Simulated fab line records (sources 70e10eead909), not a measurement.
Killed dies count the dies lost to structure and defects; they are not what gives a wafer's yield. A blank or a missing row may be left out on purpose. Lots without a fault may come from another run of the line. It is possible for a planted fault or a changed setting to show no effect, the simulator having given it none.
Matching of chambers || flow nandHarc || NHARC_P_BONDPAD_CMP_32 on cmp-02 has 4 sister chambers
The step polishes SiCN, target thk 200 nm. 4 wafers are shown with their chamber, then 7 later ones without.

WAFERS PAIRED WITH THEIR CHAMBERS
{"wafer": "L077.6", "chamber": 0, "motorCurrentA (A)": 12.0}
{"wafer": "L080.1", "chamber": 1, "motorCurrentA (A)": 12.6}
{"wafer": "L084.1", "chamber": 3, "motorCurrentA (A)": 12.9}
{"wafer": "L084.5", "chamber": 2, "motorCurrentA (A)": 11.3}

WAFERS WITH NO CHAMBER GIVEN
{"wafer": "L084.6", "motorCurrentA (A)": 12.5}
{"wafer": "L087.2", "motorCurrentA (A)": 11.5}
{"wafer": "L087.3", "motorCurrentA (A)": 12.2}
{"wafer": "L087.5", "motorCurrentA (A)": 12.6}
{"wafer": "L092.1", "motorCurrentA (A)": 12.6}
{"wafer": "L092.4", "motorCurrentA (A)": 11.3}
{"wafer": "L092.6", "motorCurrentA (A)": 12.8}

THE CHAMBER EACH PASSED THROUGH
{"wafer": "L084.6", "from the rows above": 1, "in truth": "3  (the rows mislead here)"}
{"wafer": "L087.2", "from the rows above": 2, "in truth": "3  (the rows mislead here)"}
{"wafer": "L087.3", "from the rows above": "can't be placed: 0 or 1", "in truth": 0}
{"wafer": "L087.5", "from the rows above": 1, "in truth": 1}
{"wafer": "L092.1", "from the rows above": 1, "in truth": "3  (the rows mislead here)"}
{"wafer": "L092.4", "from the rows above": 2, "in truth": 2}
{"wafer": "L092.6", "from the rows above": "can't be placed: 3 or 1", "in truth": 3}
Placed correctly: 2 of 7. Can't be placed from these rows: 2 (the true chamber is among the candidates in 2). Placed wrongly: 3.
How it was worked out, from the rows above alone: a wafer's distance from a chamber is the root of the sum, over the readings, of the square of ((its reading less the chamber's mean) divided by the reading's scatter). The wafer belongs to the nearest chamber; if the next one is less than 2 further off, it can't be placed. The mean given for a chamber averages the wafers shown for that chamber. The scatter (one wafer shown for each chamber): square how far every hidden wafer sits from the nearest shown wafer, average those squares and take the square root.
